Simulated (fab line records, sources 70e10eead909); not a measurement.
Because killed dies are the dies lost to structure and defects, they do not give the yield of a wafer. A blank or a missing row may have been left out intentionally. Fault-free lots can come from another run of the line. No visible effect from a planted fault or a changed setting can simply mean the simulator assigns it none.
fab line records -- flow nand-harc
record lots=5, wafers=15, last-day=32
route steps=1302 shown P_ZERO_WELL@52 P_STI@69 END@1302
lots that met no fault: taken from a fault-free run of the same line
start-h: hours from the record's opening day to when the first of the lot's shown wafers began -- wait-h: hours from the lot's prior step to this one -- " as in the row above -- L1.1+2: several wafers, shown together as one row -- - no value, or no start given -- * or withheld: withheld -- < > ~ a bound
route shown NAME@n: a module of which the file shows steps, and the number in the route of the first -- usual: mean/standard deviation taken from wafers without a fault -- same: alike in all rows -- chamber/n: place in a boat -- sites: readings site by site -- _std_site: how widely they spread, as a standard deviation -- _edge_site: the outer-site mean with the inner-site mean subtracted -- radius-mm: for every site, how far away it sits from the centre of the wafer -- mask NAME#n: copy n -- behind: the most recent tool/chamber to have shaped the wafer -- hold: reason for holding the lot/hours on hold/outcome of the hold -- device: which transistor (n, p or np) failed to switch -- end of line: the same wafers' tests at the end of the route -- for a step that has no rows: nothing shown but its recipe -- killed: dies lost to structure and defects at the first sort, not the wafer's yield -- map: a wafer's dies, marking killed ones x, the rest . and places with no die _
set.NAME: setting as actually run; set.NAME@STEP: the setting as run at that earlier step -- model.NAME: the simulator's own value behind a step, which no gauge read
lots at selected steps of the route; one table per step, one row per wafer
services: when a tool's chamber went out of use (start-h, in hours from the record's first day, below 0 if earlier), for how many hours, and the reason
## steps
# step NHARC_P_ZERO_WELL_HMDS_45
# recipe time-s=30
# step NHARC_P_ZERO_WELL_COAT_46
# recipe spin-rpm=withheld
# step NHARC_P_ZERO_WELL_SOFTBAKE_47
# recipe temp-c=122, time-s=95
# step NHARC_P_ZERO_WELL_EBR_48
# step NHARC_P_ZERO_WELL_EXPOSE_49
# recipe na=0.6, target-cd-nm=2000, dose-mj=22.64, mask-id=P_HVPW
# step NHARC_P_ZERO_WELL_PEB_50
# recipe peb-temp-c=118, peb-time-s=85
# step NHARC_P_ZERO_WELL_DEVELOP_51
# recipe time-s=70
# step NHARC_P_ZERO_WELL_CD_MEAS_52
# recipe target-cd-nm=2000, landing-energy-ev=500
# usual cd-nm=2000.1/1.8
lot.wafer,tool,chamber,start-h,wait-h,cd-nm
L448.2,cd-sem-02,0,45.82,-,2000.1
L448.3,cd-sem-02,0,45.82,-,2000.4
L448.6,cd-sem-02,0,45.82,-,2001.6
L449.1,cd-sem-02,0,55.96,-,2001.9
L449.2,cd-sem-02,0,55.96,-,2001.6
L449.4,cd-sem-02,0,55.96,-,2000.6
L453.2,cd-sem-01,0,96.17,-,1998.4
L453.3,cd-sem-01,0,96.17,-,2001.1
L453.5,cd-sem-01,0,96.17,-,2001.7
L456.2,cd-sem-03,0,125.91,-,1999.6
L456.3,cd-sem-03,0,125.91,-,1998.5
L456.5,cd-sem-03,0,125.91,-,1996.1
L466.1,cd-sem-03,0,225.96,-,2002.1
L466.5,cd-sem-03,0,225.96,-,2001.4
L466.6,cd-sem-03,0,225.96,-,1999.2
# step NHARC_P_ZERO_WELL_HARDBAKE_53
# recipe temp-c=125, time-s=80
# step NHARC_P_ZERO_WELL_DESCUM_54
# recipe time-s=3, o2-flow-sccm=200, ar-flow-sccm=0, bias-power-w=0, chemistry=O2
# usual drypump-motor-current-A=5.6/0.38, oes-product-au=0.997/0.0098, rf-vpp-V=57.7/0.96, showerhead-plenum-p-Torr=1.91/0.072, throttle-valve-pct=11.312/0.0092
lot.wafer,tool,chamber,start-h,wait-h,drypump-motor-current-A,oes-product-au,rf-hours-counter-h,rf-vpp-V,showerhead-plenum-p-Torr,throttle-valve-pct
L448.2,rie-diel-03,2,45.98,-,5.9,1.001,37,57.2,1.99,11.309
L448.3,rie-diel-03,1,45.98,-,5.1,0.992,34,58.3,1.86,11.302
L448.6,rie-diel-03,3,45.98,-,5.9,0.994,-,56.5,1.84,11.300
L449.1,rie-diel-11,3,56.32,-,5.2,0.996,46,57.4,1.86,11.310
L449.2,rie-diel-11,0,56.32,-,6.1,0.995,48,56.2,1.80,11.315
L449.4,rie-diel-11,1,56.32,-,5.5,0.997,52,58.3,2.06,11.294
L453.2,rie-diel-11,3,96.34,-,5.2,1.007,1,58.2,1.86,11.310
L453.3,rie-diel-11,1,96.34,-,5.5,1.006,1,58.7,2.06,11.303
L453.5,rie-diel-11,3,96.34,-,5.1,0.998,-,57.9,1.86,11.308
L456.2,rie-diel-03,3,126.09,-,5.9,0.989,3,57.8,1.83,11.318
L456.3,rie-diel-03,0,126.09,-,5.9,0.993,3,56.5,1.87,11.303
L456.5,rie-diel-03,2,126.09,-,5.9,1.019,-,57.7,1.99,11.318
L466.1,rie-diel-13,2,226.16,-,5.1,1.013,22,59.2,1.98,11.324
L466.6,rie-diel-13,3,226.16,-,5.5,1.009,-,57.4,1.94,11.308
L466.5,rie-diel-13,0,226.16,-,5.3,0.992,-,58.4,1.94,11.318
# step NHARC_P_ZERO_WELL_IMPLANT_55
# recipe energy-kev=180, dose-cm2=8e+11, tilt-deg=7
# step NHARC_P_ZERO_WELL_IMPLANT_61
# recipe energy-kev=30, dose-cm2=5e+11, tilt-deg=7
# step NHARC_P_ZERO_WELL_STRIP_56
# recipe time-s=840, temp-c=130, chemistry=SPM
# usual temp-c=130.01/0.14
lot.wafer,tool,chamber,start-h,wait-h,temp-c
L448.3,wet-bench-02,3,46.53,0.1,130.07
L448.6,wet-bench-02,4,46.53,0.1,129.92
L448.2,wet-bench-02,6,46.53,0.1,130.04
L449.4,wet-bench-09,7,56.88,0.1,129.99
L449.1,wet-bench-09,0,56.88,0.1,129.84
L449.2,wet-bench-09,2,56.88,0.1,129.95
L453.5,wet-bench-09,1,96.98,0.1,129.99
L453.3,wet-bench-09,3,96.98,0.1,130.08
L453.2,wet-bench-09,4,96.98,0.1,130.22
L456.2,wet-bench-04,3,126.60,0.2,129.83
L456.5,wet-bench-04,4,126.60,0.2,129.95
L456.3,wet-bench-04,6,126.60,0.2,130.11
L466.5,wet-bench-04,3,226.65,0.1,130.00
L466.1,wet-bench-04,5,226.65,0.1,130.01
L466.6,wet-bench-04,0,226.65,0.1,130.30
# step NHARC_P_ZERO_WELL_PRECLEAN_68
# recipe time-s=60, temp-c=50, bath-age-min=0, chemistry=SC1
# step NHARC_P_ZERO_WELL_SRD_69
# step NHARC_P_ZERO_WELL_RTA_42
# recipe temp-c=1100, time-s=300
# usual lamp-power-pct=34/3.9, lamp_zone_4_pct=34/3.9, wafer_temp_C_max=1105.7/1.1
lot.wafer,tool,chamber,start-h,wait-h,lamp-power-pct,lamp_zone_4_pct,wafer_temp_C_max
L448.2,rtp-anneal-02,0,47.06,-,31,31,1105.7
L448.3,rtp-anneal-02,0,47.06,-,31,31,1105.8
L448.6,rtp-anneal-02,0,47.06,-,31,31,1108.2
L449.1,rtp-anneal-01,0,57.30,-,39,39,1106.4
L449.2,rtp-anneal-01,0,57.30,-,39,39,1105.8
L449.4,rtp-anneal-01,0,57.30,-,39,39,1104.6
L453.2,rtp-anneal-01,0,97.53,-,39,39,1103.7
L453.3,rtp-anneal-01,0,97.53,-,39,39,1106.3
L453.5,rtp-anneal-01,0,97.53,-,39,39,1105.2
L456.2,rtp-anneal-02,0,127.15,-,31,31,1105.6
L456.3,rtp-anneal-02,0,127.15,-,31,31,1105.4
L456.5,rtp-anneal-02,0,127.15,-,31,31,1105.0
L466.1,rtp-anneal-02,0,227.09,-,31,31,1107.2
L466.5,rtp-anneal-02,0,227.09,-,31,31,1105.4
L466.6,rtp-anneal-02,0,227.09,-,31,31,1108.1
# step NHARC_P_ZERO_WELL_INSPECT_43
# usual raw-defect-count=14/7.1
lot.wafer,tool,chamber,start-h,wait-h,raw-defect-count
L448.2,defect-inspect-02,-,47.63,0.5,20
L448.3,defect-inspect-02,-,47.63,0.5,15
L448.6,defect-inspect-02,-,47.63,0.5,15
L449.1,defect-inspect-02,-,57.98,0.6,15
L449.2,defect-inspect-02,-,57.98,0.6,5
L449.4,defect-inspect-02,-,57.98,0.6,13
L453.2,defect-inspect-02,-,98.10,0.5,9
L453.3,defect-inspect-02,-,98.10,0.5,11
L453.5,defect-inspect-02,-,98.10,0.5,810
L456.2,defect-inspect-01,-,127.72,0.5,16
L456.3,defect-inspect-01,-,127.72,0.5,29
L456.5,defect-inspect-01,-,127.72,0.5,16
L466.1,defect-inspect-01,-,227.77,0.6,13
L466.5,defect-inspect-01,-,227.77,0.6,10
L466.6,defect-inspect-01,-,227.77,0.6,8
# step NHARC_P_STI_ETCH_26
# recipe target-depth-a=110, chemistry=dHF, material=SiO2
# step NHARC_P_STI_PRECLEAN_27
# recipe time-s=*, temp-c=50, bath-age-min=0, chemistry=SC1
# step NHARC_P_STI_SRD_28
# step NHARC_P_STI_OXIDE_29
# recipe target-thk-a=100, temp-c=900, ox-time-s=1362, material=SiO2
# step NHARC_P_STI_HM_DEP_30
# recipe target-thk-a=800, temp-c=790, pressure-mtorr=300, time-s=873, material=Si3N4
# step NHARC_P_STI_DEHYDRATE_01
# recipe temp-c=150, time-s=120
# step NHARC_P_STI_HMDS_02
# recipe time-s=30
# step NHARC_P_STI_COAT_41
# recipe temp-c=200, time-s=65
# step NHARC_P_STI_COAT_03
# recipe spin-rpm=2000, resist-thk-nm=600
# step NHARC_P_STI_SOFTBAKE_04
# recipe temp-c=125, time-s=70
# step NHARC_P_STI_EBR_05
# step NHARC_P_STI_EXPOSE_06
# recipe na=0.55, target-cd-nm=200, dose-mj=37.69, mask-id=P_STI
# step NHARC_P_STI_PEB_07
# recipe peb-temp-c=128, peb-time-s=80
# step NHARC_P_STI_DEVELOP_08
# recipe time-s=50, dev-temp-c=22
# step NHARC_P_STI_CD_MEAS_09
# recipe target-cd-nm=200, landing-energy-ev=500
# usual cd-nm=199.5/2.7
lot.wafer,tool,chamber,start-h,wait-h,cd-nm
L448.2,cd-sem-02,0,64.68,-,201.7
L448.3,cd-sem-02,0,64.68,-,201.1
L448.6,cd-sem-02,0,64.68,-,202.5
L449.1,cd-sem-02,0,73.21,-,200.0
L449.2,cd-sem-02,0,73.21,-,202.7
L449.4,cd-sem-02,0,73.21,-,196.3
L453.2,cd-sem-01,0,114.02,-,204.2
L453.3,cd-sem-01,0,114.02,-,195.2
L453.5,cd-sem-01,0,114.02,-,198.5
L456.2,cd-sem-03,0,146.97,-,201.2
L456.3,cd-sem-03,0,146.97,-,200.7
L456.5,cd-sem-03,0,146.97,-,199.3
L466.1,cd-sem-03,0,242.17,-,196.5
L466.5,cd-sem-03,0,242.17,-,195.4
L466.6,cd-sem-03,0,242.17,-,196.9
# step NHARC_P_STI_OVL_MEAS_10
# usual overlay-x-nm=0/5.8, overlay-y-nm=2/6.4
lot.wafer,tool,chamber,start-h,wait-h,overlay-x-nm,overlay-y-nm
L448.2,overlay-01,-,64.76,-,7,0
L448.3,overlay-01,-,64.76,-,8,0
L448.6,overlay-01,-,64.76,-,8,0
L449.1,overlay-02,-,73.30,-,-3,6
L449.2,overlay-02,-,73.30,-,-3,6
L449.4,overlay-02,-,73.30,-,-3,6
L453.2,overlay-01,-,114.10,-,-2,-2
L453.3,overlay-01,-,114.10,-,-2,-2
L453.5,overlay-01,-,114.10,-,-1,-2
L456.2,overlay-01,-,147.05,-,-5,-3
L456.3,overlay-01,-,147.05,-,-5,-3
L456.5,overlay-01,-,147.05,-,-5,-4
L466.1,overlay-01,-,242.26,-,-3,-2
L466.5,overlay-01,-,242.26,-,-4,-2
L466.6,overlay-01,-,242.26,-,-4,-2
# step NHARC_P_STI_INSPECT_11
# usual raw-defect-count=5.9/2.9
lot.wafer,tool,chamber,start-h,wait-h,raw-defect-count
L448.2,defect-inspect-01,-,64.80,0.0,3
L448.3,defect-inspect-01,-,64.80,0.0,5
L448.6,defect-inspect-01,-,64.80,0.0,5
L449.1,defect-inspect-01,-,73.33,0.0,4
L449.2,defect-inspect-01,-,73.33,0.0,2
L449.4,defect-inspect-01,-,73.33,0.0,7
L453.2,defect-inspect-01,-,114.14,0.0,8
L453.3,defect-inspect-01,-,114.14,0.0,12
L453.5,defect-inspect-01,-,114.14,0.0,803
L456.2,defect-inspect-01,-,147.09,0.0,8
L456.3,defect-inspect-01,-,147.09,0.0,4
L456.5,defect-inspect-01,-,147.09,0.0,7
L466.1,defect-inspect-01,-,242.29,0.0,3
L466.5,defect-inspect-01,-,242.29,0.0,6
L466.6,defect-inspect-01,-,242.29,0.0,3
# step NHARC_P_STI_HARDBAKE_13
# recipe temp-c=118, time-s=65
# step NHARC_END_SORT_01
# recipe temp-c=25
# usual killed-at-array=56/18, killed-at-other=1.4/1.5, killed-at-periphery=4/3.1, killed-dies=61/19, killed-open=3.5/1.8, killed-short=2.4/1.4
# same gross-dies=677
lot.wafer,tool,chamber,start-h,wait-h,killed-at-array,killed-at-other,killed-at-periphery,killed-dies,killed-open,killed-short
L449.1,prober-01,0,606.89,2.5,44,2,5,51,6,2
L449.2,prober-01,0,607.68,2.8,44,0,2,46,4,2
L449.4,prober-01,0,609.26,3.4,49,1,3,53,2,1
L453.5,prober-02,0,638.91,3.7,58,0,81,139,7,2
# killed by level:class
L449.1 A_SLIT:chamber-film-flake=26 A_CHANNEL_HOLE_D2:chamber-film-flake=10 P_CONTACT:geometric-particle:open=2 A_CHANNEL_FILL_D1:geometric-particle:open=2 P_ZERO_WELL:chamber-film-flake=2 A_CHANNEL_FILL_D2:chamber-film-flake=2 P_M0:geometric-particle:short=1 A_WL_FILL:geometric-particle:open=1
L449.2 A_SLIT:chamber-film-flake=19 A_CHANNEL_HOLE_D2:chamber-film-flake=10 A_M1:chamber-film-flake=4 A_STAIRCASE:chamber-film-flake=3 A_CHANNEL_FILL_D2:geometric-particle:open=2 A_CHANNEL_FILL_D2:chamber-film-flake=2 P_M0:geometric-particle:short=1 A_WL_FILL:geometric-particle:short=1
L449.4 A_SLIT:chamber-film-flake=21 A_CHANNEL_HOLE_D2:chamber-film-flake=12 A_CONTACT:chamber-film-flake=3 P_ZERO_WELL:chamber-film-flake=2 A_CHANNEL_HOLE_D1:chamber-film-flake=2 A_STAIRCASE:chamber-film-flake=2 A_WL_FILL:chamber-film-flake=2 A_CHANNEL_HOLE_D1:geometric-particle:short=1
L453.5 P_ZERO_WELL:unspecified=77 A_SLIT:chamber-film-flake=29 A_CHANNEL_HOLE_D2:chamber-film-flake=10 A_SGD_CUT:chamber-film-flake=3 A_CHANNEL_FILL_D2:geometric-particle:short=2 A_CHANNEL_HOLE_D1:chamber-film-flake=2 A_CHANNEL_FILL_D2:chamber-film-flake=2 A_WL_FILL:chamber-film-flake=2
# map L453.5 (x killed, . not)
____________.____________
_________......._________
_______..x...x...._______
______..........x.x______
_____..............._____
____............x..x.____
____.....x.....x.x...____
___.............x.....___
___............x......___
__...............x...x.__
__............xx...x...__
_..............xx.x....._
_......................._
_.................x....._
_....x.................._
_x......................_
............x...x....x...
.x..................xxx.x
.....x............xxxxxx.
........x.........xxxxxxx
........x........x.xxxxx.
_..........x....x.xxxxxx_
_................xxxxxxx_
_...x..x.........xxxxxxx_
_...............xxxxxxxx_
_................xxxxxxx_
__...............xxxxxx__
__...............xx.xxx__
___.xx....xx......xxxx___
___.........xx....x...___
____.......xxxx......____
____......x.xxx......____
_____.....x.xxxx...._____
______...xx.xxx....______
_______..xx...x.x._______
_________..xx.x._________
____________x____________
# map L449.4 (x killed, . not)
____________.____________
_________......._________
_______..........._______
______...........x.______
_____..........x..x._____
____...........x..x..____
____.........x.x.xxx.____
___............x.xxxx.___
___....x.......xxxxx..___
__.............xxx.x...__
__..............xxxx...__
_................xxx...._
_..............xx...x.x._
_.................x....._
_......................._
_..........x...x...x...._
.........................
..........x............x.
.........................
.........................
.........................
_.............x........._
_.............x........._
_.........x..........x.._
_................x..x..._
_....................x.._
__.....................__
__.............x....x..__
___..................x___
___...................___
____................x____
____.................____
_____..............._____
______.............______
_______..........._______
_________......._________
____________.____________
## services
tool,chamber,start-h,hours,kind
rie-diel-11,0,34.36,-,clean
rie-diel-11,1,34.36,-,clean
rie-diel-11,2,34.36,-,clean
rie-diel-11,3,34.36,-,clean
rie-diel-03,1,38.90,2.5,repair
wet-bench-04,-,51.20,8.0,pm
wet-bench-02,-,68.00,8.0,pm
rie-diel-13,-,79.83,2.3,repair
rie-diel-11,-,80.04,9.0,pm
rie-diel-03,2,88.46,4.8,repair
rie-diel-03,-,104.38,9.0,pm
wet-bench-09,-,107.69,0.9,repair
rie-diel-03,0,119.51,4.2,repair
rie-diel-11,-,143.45,1.7,repair
wet-bench-04,-,152.05,3.8,repair
rie-diel-11,-,164.37,0.3,repair
rie-diel-03,2,166.22,3.8,repair
rie-diel-13,-,166.85,9.0,pm
rie-diel-03,-,176.25,0.3,repair
wet-bench-09,-,176.80,8.0,pm
rie-diel-11,1,184.70,14.5,repair
rie-diel-03,-,194.11,12.6,repair
rie-diel-11,2,222.94,2.6,repair
wet-bench-04,-,227.20,8.0,pm
## key
first-sign step=NHARC_P_ZERO_WELL_INSPECT_43, reading=raw-defect-count, direction=up, sigmas=99+, usual=14, struck=810
effect step=NHARC_P_STI_INSPECT_11, reading=raw-defect-count, direction=up, sigmas=99+, usual=5.9, struck=803
effect step=NHARC_END_SORT_01, reading=killed-at-periphery, direction=up, sigmas=25, usual=4, struck=81
more-kills-born-at NHARC_P_ZERO_WELL_STRIP_56@wet-bench-09=77
met-at NHARC_P_ZERO_WELL_STRIP_56
struck-wafers L453.5
tester-left-out L453
fault kind=chamber-particle-source, tool=wet-bench-09, chamber=1, onset-h=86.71, steps=NHARC_P_ZERO_WELL_STRIP_56, rate-per-visit-cm2=1.2046, end-h=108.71
# tester-left-out: of these lots the tester's yield and bins aren't shown, on N5 and GAA mostly nor the transistor test; their killed dies are dies lost to structure and defects alone, not to doping, threshold or leakage, so they don't give the yield
